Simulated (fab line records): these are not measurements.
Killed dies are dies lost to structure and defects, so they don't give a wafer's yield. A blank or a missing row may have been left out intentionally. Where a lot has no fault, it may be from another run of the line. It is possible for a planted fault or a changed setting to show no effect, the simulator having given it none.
A lot that was struck, set against a sound lot / flow n5 finfet / 34 steps out of a route of 1938
Sound: the wafers L548.2, L548.3, L548.5. Struck: wafer L567.6 (left out: L567.1, L567.5 of the same lot, which were not struck); the cause appears at the end.
Per side, at each step with rows, come the tool, then ch with its chambers, and then its first start. Under that, the readings that differ: sound wafers / struck wafers / difference of the means / sigmas: that difference in standard deviations of wafers without a fault.
alike: same words and numbers on both sides, and readings whose means sit less than 2 such deviations apart. not compared: any withheld reading, any reading some wafer has no value for, any bound like >300 that may hide the same value, and any number with overlapping values for which the record gives no deviation.
Wherever a step has rows on one side only, a row that says differs or no value, or a row with sigmas, the two part there. Numbers that don't overlap but have no deviation are shown without sigmas and don't part them. A reading missing from all wafers of one side parts the sides only when that side holds two or more wafers.

first, 7 steps without rows for these wafers: N5_SD_ACTIVATION_RTA_00 (time 0 s); N5_SD_ACTIVATION_LSA_01 (time 0.0008 s); N5_ILD0_LINER_00 (material SiNx, target thk 4 nm, pulse time 1 s, purge time 2 s); N5_ILD0_FCVD_FILL_01 (material SiO2 flowable, target thk 200 nm, time 328.3 s); N5_ILD0_CURE_02 (time 1800 s); N5_ILD0_CMP_03 (polishes, stops on SiNx, t overpolish 1.9 s, target thk 197.38 nm); N5_ILD0_CMP_07 (polishes SiO2 flowable, stops on poly-Si, t overpolish 1.18 s, target thk 138.88 nm).
N5_ILD0_PRECLEAN_10: cleans in NF3:NH3, afs cycles 5, time 20 s, sublimation time 60 s.
  sound on remote plasma-02 ch 0, day 3 14:37; struck on remote plasma-02 ch 1, day 8 10:59
reading=time s (s); sound=20 20 20; struck=23.833; difference=+3.833; sigmas=
  not compared: model.SiO2_flowable_of_ILD0_FCVD_FILL_01.thk nm
then, 24 steps without rows for these wafers: N5_ILD0_ALD_15 (deposits SiNx, target thk 24 nm, pulse time 1 s, ald cycles 480); N5_ILD0_CMP_12 (polishes SiNx, stops on poly-Si, t overpolish 6 s, target thk 17.67 nm); N5_SDB_HM_DEP_00 (deposits SiNx from SiH4/NH3/N2, target thk 40 nm, time 35.3 s); N5_SDB_COAT_03 (time 60 s, resist thk 100 nm); N5_SDB_COAT_04 (time 60 s, resist thk 18 nm); N5_SDB_COAT_05 (resist thk 90 nm); N5_SDB_EBR_07; N5_SDB_SOFTBAKE_06 (time 60 s); N5_SDB_EXPOSE_08 (exposes mask SDB); N5_SDB_PEB_09 (peb time 60 s); N5_SDB_DEVELOP_10 (develop time 30 s); N5_SDB_DESCUM_16 (chemistry O2, time 7.9 s); N5_SDB_ETCH_17 (etches SiARC in CF4, target depth 23.4 nm, time 39 s); N5_SDB_ETCH_18 (etches SOC in N2/H2, target depth 100 nm, overetch 20 nm, time 150 s); N5_SDB_STRIP_19 (strips in N2/H2); N5_SDB_STRIP_21 (strips in CF4); N5_SDB_HM_OPEN_20 (chemistry CH3F/O2, target SiNx, stops on poly-Si, target depth 24 nm); N5_SDB_STRIP_22 (strips in N2/H2); N5_SDB_PRECLEAN_23 (cleans in dHF, time 30 s); N5_SDB_DUMMY_REMOVE_24 (chemistry TMAH, target poly-Si, stops on SiO2, target depth 142 nm, time 57 s, rinse time 30 s); N5_SDB_ETCH_25 (etches SiO2 in C4F6/O2, target depth 10 nm, time 3.3 s); N5_SDB_CUT_ETCH_26 (etches Si in HBr/Cl2/O2, target depth 129.6 nm, bt time 20 s, time 51.8 s); N5_SDB_PRECLEAN_38 (cleans in dHF, time 10 s); N5_SDB_PRECLEAN_39 (cleans in O3/DIW, time 45 s).
N5_MOL_CONTACT_COAG_WET_ETCH_116: etches the open film in SC1-inhibited, target depth 4.6 nm, rinse time 30 s.
  sound on wet bench-06 ch 2,3,4, day 4 21:41; struck on wet bench-03 ch 7, day 9 18:37
  not compared: model.SiO2_flowable_of_ILD0_FCVD_FILL_01.thk nm
-- here the record skips 8 days between the struck wafers' starts before and after, leaving off in module MOL_CONTACT_COAG and picking up in module PASSIVATION (first step shown: number 1936 of the route) --
N5_PASSIVATION_PROBE_49:
  record: rows for the struck wafers here (prober-02, day 18 05:22), none for the sound ones

## WHERE THEY PART
Only at N5_PASSIVATION_PROBE_49, as far as this record shows.

WHY: what the simulator had put in
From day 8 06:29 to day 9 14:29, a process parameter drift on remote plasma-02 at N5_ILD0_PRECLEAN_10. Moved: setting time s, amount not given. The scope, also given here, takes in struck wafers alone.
